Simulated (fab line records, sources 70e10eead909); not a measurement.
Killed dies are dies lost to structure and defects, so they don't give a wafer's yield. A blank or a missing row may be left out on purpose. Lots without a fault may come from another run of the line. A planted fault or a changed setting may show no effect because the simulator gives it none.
Chamber matching | flow nand_harc | NHARC_A_CONTACT_DESCUM_13 on rie_diel-05: 4 sister chambers
The step chemistry O2, time 3 s. 4 wafers are shown with their chamber, then 12 later ones without.

WAFERS WITH THEIR CHAMBER
wafer  | chamber | drypump_motor_current_A (A)
L088.2 | 0       | 5.8
L086.1 | 3       | 5.0
L091.5 | 2       | 4.8
L091.6 | 1       | 6.1

WAFERS WITHOUT THEIR CHAMBER
wafer  | drypump_motor_current_A (A)
L089.1 | 4.8
L089.2 | 5.8
L089.4 | 6.1
L090.1 | 5.9
L090.2 | 6.1
L090.6 | 4.7
L092.2 | 5.8
L092.3 | 6.1
L092.4 | 6.1
L095.1 | 5.0
L095.2 | 5.8
L095.3 | 6.1

WHICH CHAMBER EACH WENT THROUGH
wafer  | from the rows above | in truth
L089.1 | 2                   | 2
L089.2 | 0                   | 0
L089.4 | 1                   | 1
L090.1 | 0                   | 0
L090.2 | 1                   | 1
L090.6 | 2                   | 2
L092.2 | 0                   | 0
L092.3 | 1                   | 1
L092.4 | 1                   | 1
L095.1 | 3                   | 3
L095.2 | 0                   | 0
L095.3 | 1                   | 1
Placed correctly: 12 of 12. Can't be placed from these rows: 0. Placed wrongly: 0.
How it was worked out, from the rows above alone: a wafer's distance from a chamber is the root of the sum, over the readings, of the square of ((its reading less the chamber's mean) divided by the reading's scatter). The wafer belongs to the nearest chamber; if the next one is less than 2 further off, it can't be placed. A chamber's mean is the mean of its shown wafers. The scatter: with one shown wafer a chamber, the root of the mean of the squares of how far each hidden wafer lies from its nearest shown one.
